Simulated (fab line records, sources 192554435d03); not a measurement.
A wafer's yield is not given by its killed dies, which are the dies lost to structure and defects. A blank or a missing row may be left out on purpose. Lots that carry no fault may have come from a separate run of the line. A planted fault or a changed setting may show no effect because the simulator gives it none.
Chamber matching | flow n5-finfet | 4 sister chambers for N5_DUMMY_GATE_STRIP_41 on rie-diel-01
The step strips in O2. 4 wafers are shown with their chamber, then 8 later ones without.

WAFERS WITH THEIR CHAMBER
wafer  | chamber | drypump-motor-current-A (A)
L083.3 | 1       | 5.61
L084.1 | 0       | 5.07
L084.5 | 2       | 5.68
L093.3 | 3       | 5.69

WAFERS WHOSE CHAMBER IS MISSING
wafer  | drypump-motor-current-A (A)
L093.5 | 5.56
L093.6 | 5.08
L094.1 | 5.58
L094.2 | 5.06
L094.4 | 5.68
L097.2 | 5.68
L097.4 | 5.68
L097.6 | 5.70

THE CHAMBER EACH PASSED THROUGH
wafer  | from the rows above     | in truth
L093.5 | 1                       | 1
L093.6 | 0                       | 0
L094.1 | 1                       | 1
L094.2 | 0                       | 0
L094.4 | can't be placed: 2 or 3 | 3
L097.2 | can't be placed: 2 or 3 | 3
L097.4 | can't be placed: 2 or 3 | 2
L097.6 | can't be placed: 3 or 2 | 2
4 of 8 placed correctly. From these rows, 4 cannot be placed; in 4 the true chamber is one of the candidates. Number placed wrongly: 0.
How it was worked out, from the rows above alone: a wafer's distance from a chamber is the root of the sum, over the readings, of the square of ((its reading less the chamber's mean) divided by the reading's scatter). If the next closest chamber is less than 2 further off than the closest, the wafer can't be placed; otherwise it belongs to the closest. The mean given for a chamber averages the wafers shown for that chamber. The scatter: root of mean squared gap, hidden wafer to nearest shown wafer, with one shown wafer a chamber.
